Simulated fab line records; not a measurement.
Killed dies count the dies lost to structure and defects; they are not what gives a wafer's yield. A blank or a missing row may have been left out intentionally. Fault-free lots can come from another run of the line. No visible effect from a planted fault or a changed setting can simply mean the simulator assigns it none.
Matching of chambers + flow nand_harc + rie_diel-07 running NHARC_A_STAIRCASE_TRIM_229: 4 sister chambers
The step chemistry O2, time 211.2 s. 16 wafers are shown with their chamber, then 8 later ones without.

## WAFERS WITH THEIR CHAMBER
| wafer  | chamber | drypump_motor_current_A (A) | showerhead_plenum_p_Torr (Torr) | oes_product_au (a.u.) |
|--------|---------|-----------------------------|---------------------------------|-----------------------|
| L572.1 | 1       | 6.6                         | 3.52                            | 1.014                 |
| L572.2 | 0       | 5.4                         | 3.62                            | 1.020                 |
| L572.3 | 3       | 5.1                         | 3.55                            | 0.978                 |
| L573.2 | 1       | 6.7                         | 3.51                            | 1.014                 |
| L573.3 | 2       | 6.2                         | 3.46                            | 0.999                 |
| L573.5 | 0       | 5.3                         | 3.62                            | 1.007                 |
| L577.2 | 2       | 6.2                         | 3.45                            | 0.998                 |
| L577.5 | 1       | 6.7                         | 3.51                            | 1.004                 |
| L577.6 | 2       | 6.2                         | 3.46                            | 0.996                 |
| L576.2 | 2       | 6.2                         | 3.45                            | 0.992                 |
| L576.4 | 0       | 5.3                         | 3.62                            | 1.014                 |
| L576.5 | 2       | 6.2                         | 3.45                            | 0.993                 |
| L579.3 | 2       | 6.2                         | 3.45                            | 0.992                 |
| L579.5 | 1       | 6.7                         | 3.51                            | 1.014                 |
| L579.6 | 2       | 6.2                         | 3.45                            | 0.993                 |
| L581.1 | 0       | 5.3                         | 3.61                            | 1.021                 |

SIGNATURES, as means of the wafers listed above
| reading                  | chamber 0 | chamber 1 | chamber 2 | chamber 3 | scatter within a chamber |
|--------------------------|-----------|-----------|-----------|-----------|--------------------------|
| drypump_motor_current_A  | 5.325     | 6.675     | 6.200     | 5.100     | 0.0354                   |
| showerhead_plenum_p_Torr | 3.6175    | 3.5125    | 3.4529    | 3.5500    | 0.00494                  |
| oes_product_au           | 1.01550   | 1.01150   | 0.99471   | 0.97800   | 0.00458                  |
Rule: for a wafer and a chamber, the distance is found by dividing, reading by reading, the gap between the wafer's reading and the chamber's mean by the reading's scatter, squaring, summing and taking the root. The wafer belongs to the nearest chamber; if the next one is less than 2 further off, it can't be placed. How the scatter is found: for the shown wafers, subtract from each reading the mean of its chamber, square and add these, divide the total by (wafers less chambers), then take the root.

## WAFERS WITHOUT THEIR CHAMBER
| wafer  | drypump_motor_current_A (A) | showerhead_plenum_p_Torr (Torr) | oes_product_au (a.u.) |
|--------|-----------------------------|---------------------------------|-----------------------|
| L581.5 | 6.2                         | 3.45                            | 0.997                 |
| L581.6 | 6.7                         | 3.50                            | 1.013                 |
| L584.1 | 6.2                         | 3.45                            | 0.998                 |
| L584.2 | 5.1                         | 3.54                            | 0.989                 |
| L584.3 | 5.4                         | 3.60                            | 1.004                 |
| L592.2 | 6.7                         | 3.49                            | 1.011                 |
| L592.3 | 6.2                         | 3.44                            | 1.005                 |
| L592.4 | 5.1                         | 3.53                            | 0.983                 |

## CHAMBER TAKEN BY EACH
| wafer  | from the rows above | in truth |
|--------|---------------------|----------|
| L581.5 | 2                   | 2        |
| L581.6 | 1                   | 1        |
| L584.1 | 2                   | 2        |
| L584.2 | 3                   | 3        |
| L584.3 | 0                   | 0        |
| L592.2 | 1                   | 1        |
| L592.3 | 2                   | 2        |
| L592.4 | 3                   | 3        |
Placed correctly: 8 of 8. Number that these rows cannot place: 0. Placed wrongly: 0.
